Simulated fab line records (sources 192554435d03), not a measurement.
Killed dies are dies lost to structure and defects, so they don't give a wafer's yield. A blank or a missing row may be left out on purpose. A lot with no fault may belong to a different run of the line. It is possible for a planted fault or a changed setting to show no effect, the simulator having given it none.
Split-lot study ; flow n5_finfet ; 21 wafers read from 7 lots, route of 1938 steps

## ON THE SPLIT
At N5_BEOL_M6_TRENCH_ETCH_37 (etches SiCOH lowk in C4F6/O2, target depth 94.435 nm, time 31.5 s), the setting source_w was moved away from the recipe's 345 W on 5 of the 21 wafers read, by -12.6% to +5.5%. The other wafers ran this setting at the recipe's value.

## FROM THE SPLIT TO THE READING: what the file shows between them, 10 steps
- N5_BEOL_M6_ETCH_41: etches SiCN in CH3F/O2, target depth 29.7 nm, time 52 s
- N5_BEOL_M6_STRIP_80: strips in N2/H2, time 10 s
- N5_BEOL_M6_OCD_MEAS_38
- N5_BEOL_M6_HM_STRIP_39: strips TiN in peroxide tin strip, target depth 25 nm, time 158 s
- N5_BEOL_M6_SRD_40: time 30 s
- N5_BEOL_M6_ANNEAL_51: time 90 s
- N5_BEOL_M6_CMP_52: polishes, stops on SiCOH lowk, t overpolish 6.9 s, target thk 80 nm
- N5_BEOL_M6_THK_MEAS_53: measures by xrf
- N5_BEOL_M6_PRE_CLEAN_55: time 15 s
- N5_BEOL_M6_DEP_56: deposits SiCN from 3MS/NH3, target thk 10 nm, time 17.5 s

## THE READING
Measured at N5_BEOL_M6_RS_MEAS_57 by four-point probe: M6_RS, in ohm/sq. Typical for fault-free wafers on this fab line: 0.291 ohm/sq, with standard deviation 0.0089 ohm/sq.

wafer;tool, chamber at the split;source_w as run, W;against the recipe;M6_RS, ohm/sq;against lot-mates on the recipe
L075.2;rie_diel-03, 3;345;recipe;0.279;-
L075.3;rie_diel-03, 0;345;recipe;0.285;-
L075.6;rie_diel-03, 3;345;recipe;0.286;-
L083.1;rie_diel-03, 2;363.9;+5.5%;0.272;-0.018
L083.4;rie_diel-03, 3;363.9;+5.5%;0.272;-0.018
L083.5;rie_diel-03, 0;345;recipe;0.290;-
L087.2;rie_diel-03, 3;345;recipe;0.280;-
L087.3;rie_diel-03, 0;301.6;-12.6%;0.314;+0.032
L087.6;rie_diel-03, 3;345;recipe;0.284;-
L086.3;rie_diel-03, 2;345;recipe;0.285;-
L086.5;rie_diel-03, 0;325.6;-5.6%;0.300;+0.015
L086.6;rie_diel-03, 1;325.6;-5.6%;0.303;+0.018
L091.2;rie_diel-03, 2;345;recipe;0.282;-
L091.3;rie_diel-03, 1;345;recipe;0.282;-
L091.5;rie_diel-03, 2;345;recipe;0.287;-
L093.2;rie_diel-02, 1;345;recipe;0.301;-
L093.5;rie_diel-02, 0;345;recipe;0.296;-
L093.6;rie_diel-02, 3;345;recipe;0.303;-
L095.2;rie_diel-06, 1;345;recipe;0.291;-
L095.3;rie_diel-06, 3;345;recipe;0.279;-
L095.6;rie_diel-06, 0;345;recipe;0.284;-

FIT RESULTS
A straight line over all 21 wafers: M6_RS changes by -0.00238 ohm/sq for each +1% of source_w; r = -0.81; the points scatter about the line by 0.0066 ohm/sq.
The same after taking each lot's own level away (the mean of its wafers on the recipe; 21 wafers): -0.00281 ohm/sq for each +1%; r = -0.96; scatter 0.0031 ohm/sq.
That fit puts the effect of the largest move of source_w on the reading at 0.035 ohm/sq.
The span of the lots' own levels, 0.2820 to 0.3000 ohm/sq, comes to 2.0 times the standard deviation stated above.
So the slope is not independent of the lot-to-lot level: the two fits are not the same.
Check: for one of the wafers moved furthest among these (-12.6%), held out of the fit, the line's prediction against its lot-mates is +0.0389 ohm/sq. It came out at +0.032 ohm/sq against them.
Tool readings at the split's step, against how far the setting was moved: rf_vpp_V r = -0.89.

## THE OTHER SPLITS THESE WAFERS WENT THROUGH
Other splits were also applied to these wafers ahead of the reading. Each is held against what the fit with the lots' levels taken away leaves over:
other split on the same wafers;wafers away from the commonest value;r with M6_RS (lot level and that fit taken away)
N5_BEOL_M4_TRENCH_ETCH_37 time_s;3;-0.18
N5_BEOL_M5_COAT_22 spin_rpm;6;+0.02
N5_BEOL_M6_ETCH_66 source_w;8;+0.11

## THE WHOLE CHAIN: every reading that the file lists as answering this split, in the file's order
step;what it does;reading;change (the file's fit);r (the file's)
N5_BEOL_M6_TRENCH_ETCH_37;etches SiCOH lowk in C4F6/O2, target depth 94.435 nm, time 31.5 s;rf_vpp_V;-6.04 V for each +1% of the setting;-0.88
N5_BEOL_M6_OCD_MEAS_38;;trench_depth_nm;+0.527 nm for each +1% of the setting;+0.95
N5_BEOL_M6_THK_MEAS_53;measures by xrf;M6_THK;+0.629 for each +1% of the setting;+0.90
N5_BEOL_M6_RS_MEAS_57;measures by four-point-probe;M6_RS;-0.00275 for each +1% of the setting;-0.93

## FILE'S OWN FIT
M6_RS changes by -0.00275 ohm/sq for each +1% of source_w, r = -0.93.
